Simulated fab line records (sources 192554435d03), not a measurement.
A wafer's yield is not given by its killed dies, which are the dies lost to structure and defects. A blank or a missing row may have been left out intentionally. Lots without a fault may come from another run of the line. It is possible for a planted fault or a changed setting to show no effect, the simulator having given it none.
Chamber matching -- flow n5-finfet -- pecvd-04 running N5_BEOL_M13_ILD_DEP_00: 3 sister chambers
The step deposits SiOC from DEMS/O2, target thk 837.92 nm, time 166.4 s. 3 wafers are shown with their chamber, then 12 later ones without.

== WAFERS WITH THEIR CHAMBER ==
wafer,chamber,heater-power-w (W)
L085.1,1,493
L085.5,2,322
L085.6,0,253

== WAFERS WITH NO CHAMBER GIVEN ==
wafer,heater-power-w (W)
L092.2,568
L092.4,381
L092.6,603
L091.1,280
L091.4,311
L091.5,304
L093.1,387
L093.4,483
L093.6,295
L096.1,315
L096.4,600
L096.6,307

== EACH ONE'S CHAMBER ==
wafer,from the rows above,in truth
L092.2,1,1
L092.4,can't be placed: 2 or 1 or 0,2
L092.6,1,1
L091.1,can't be placed: 0 or 2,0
L091.4,can't be placed: 2 or 0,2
L091.5,can't be placed: 2 or 0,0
L093.1,can't be placed: 2 or 1 or 0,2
L093.4,1,1
L093.6,can't be placed: 2 or 0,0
L096.1,can't be placed: 2 or 0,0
L096.4,1,1
L096.6,can't be placed: 2 or 0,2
Correct placement for 4 of the 12. Unplaceable from these rows: 8, with the true chamber sitting among the candidates in 8. Wrongly placed: 0.
How it was worked out, from the rows above alone: a wafer's distance from a chamber is the root of the sum, over the readings, of the square of ((its reading less the chamber's mean) divided by the reading's scatter). If the next closest chamber is less than 2 further off than the closest, the wafer can't be placed; otherwise it belongs to the closest. The mean given for a chamber averages the wafers shown for that chamber. The scatter: root of mean squared gap, hidden wafer to nearest shown wafer, with one shown wafer a chamber.
